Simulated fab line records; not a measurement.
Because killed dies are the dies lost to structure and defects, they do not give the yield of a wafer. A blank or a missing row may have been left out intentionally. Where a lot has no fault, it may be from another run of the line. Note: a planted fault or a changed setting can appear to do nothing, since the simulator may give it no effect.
Split-lot experiment + flow n5-finfet + 21 wafers read from 7 lots, route of 1938 steps

== THE SPLIT ==
At N5_MOL_CONTACT_COAG_ETCH_67 (etches SOC in N2/H2, target depth 60 nm, overetch 21 nm, time 101.2 s), the setting source-w was moved away from the recipe's 840 W on 7 of the 21 wafers read, by -12.3% to +10.1%. For the rest of the wafers, this setting stayed at what the recipe calls for.

The reading is taken at the split's own step.

== THE READING ==
rf-vpp-V, in V, at N5_MOL_CONTACT_COAG_ETCH_67 (etches SOC in N2/H2, target depth 60 nm, overetch 21 nm, time 101.2 s). Fault-free wafers of this fab line usually give 524.1 V, standard deviation 2.2 V.

| wafer  | tool, chamber at the split | source-w as run, W | against the recipe | rf-vpp-V, V | against lot-mates on the recipe |
|--------|----------------------------|--------------------|--------------------|-------------|---------------------------------|
| L075.2 | rie-diel-01, 0             | 751.2              | -10.6%             | 542.8       | +18.4                           |
| L075.3 | rie-diel-01, 2             | 840                | recipe             | 524.1       | -                               |
| L075.6 | rie-diel-01, 1             | 840                | recipe             | 524.7       | -                               |
| L077.1 | rie-diel-02, 0             | 840                | recipe             | 520.7       | -                               |
| L077.4 | rie-diel-02, 2             | 840                | recipe             | 521.2       | -                               |
| L077.5 | rie-diel-02, 1             | 840                | recipe             | 524.3       | -                               |
| L082.2 | rie-diel-06, 0             | 840                | recipe             | 526.1       | -                               |
| L082.4 | rie-diel-06, 3             | 925.1              | +10.1%             | 505.9       | -20.6                           |
| L082.5 | rie-diel-06, 2             | 840                | recipe             | 527.0       | -                               |
| L083.2 | rie-diel-02, 1             | 840                | recipe             | 523.6       | -                               |
| L083.3 | rie-diel-02, 2             | 923.8              | +10.0%             | 505.1       | -20.1                           |
| L083.6 | rie-diel-02, 3             | 840                | recipe             | 526.8       | -                               |
| L088.1 | rie-diel-01, 3             | 840                | recipe             | 524.2       | -                               |
| L088.2 | rie-diel-01, 0             | 793.8              | -5.5%              | 536.1       | +11.9                           |
| L088.6 | rie-diel-01, 0             | 793.8              | -5.5%              | 535.6       | +11.4                           |
| L089.1 | rie-diel-06, 0             | 840                | recipe             | 526.6       | -                               |
| L089.3 | rie-diel-06, 2             | 840                | recipe             | 527.5       | -                               |
| L089.4 | rie-diel-06, 2             | 840                | recipe             | 525.6       | -                               |
| L097.2 | rie-diel-02, 0             | 736.3              | -12.3%             | 542.7       | +16.1                           |
| L097.4 | rie-diel-02, 3             | 840                | recipe             | 526.6       | -                               |
| L097.5 | rie-diel-02, 3             | 736.3              | -12.3%             | 551.7       | +25.1                           |

THE FIT
A straight line over all 21 wafers: rf-vpp-V changes by -1.84 V for each +1% of source-w; r = -0.98; the points scatter about the line by 2.3 V.
The same after taking each lot's own level away (the mean of its wafers on the recipe; 21 wafers): -1.84 V for each +1%; r = -0.98; scatter 2 V.
Per that fit: largest source-w move, reading shift of 23 V.
The span of the lots' own levels, 522.07 to 526.60 V, comes to 2.1 times the standard deviation stated above.
The two slopes agree, so the slope changes little with the lot-to-lot level.
Check: for one of the wafers moved furthest among these (-12.3%), held out of the fit, the line's prediction against its lot-mates is +24.4 V. Against them it came out at +16.1 V.
Tool readings at the split's step, against how far the setting was moved: rf-vpp-V r = -0.98.

== THESE WAFERS: OTHER SPLITS ==
Before the reading, these wafers also passed through other splits. Each is held against what the fit with the lots' levels taken away leaves over:
| other split on the same wafers    | wafers away from the commonest value | r with rf-vpp-V (lot level and that fit taken away) |
|-----------------------------------|--------------------------------------|-----------------------------------------------------|
| N5_SD_EPI_N_EPI_21 time-s         | 3                                    | +0.07                                               |
| N5_SD_EPI_P_EXPOSE_06 dose-mj     | 6                                    | -0.12                                               |
| N5_SD_EPI_P_EPI_21 time-s         | 2                                    | -0.03                                               |
| N5_SD_ACTIVATION_LSA_01 temp-c    | 6                                    | +0.00                                               |
| N5_HKMG_FIN_COAT_41 spin-rpm      | 8                                    | -0.07                                               |
| N5_GATE_CUT_ETCH_58 source-w      | 6                                    | +0.10                                               |
| N5_GATE_CUT_COAT_27 spin-rpm      | 7                                    | -0.28                                               |
| N5_MOL_CONTACT_COAG_ALD_27 time-s | 8                                    | -0.14                                               |

== THE FILE'S OWN FIT ==
rf-vpp-V changes by -1.86 V for each +1% of source-w, r = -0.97.
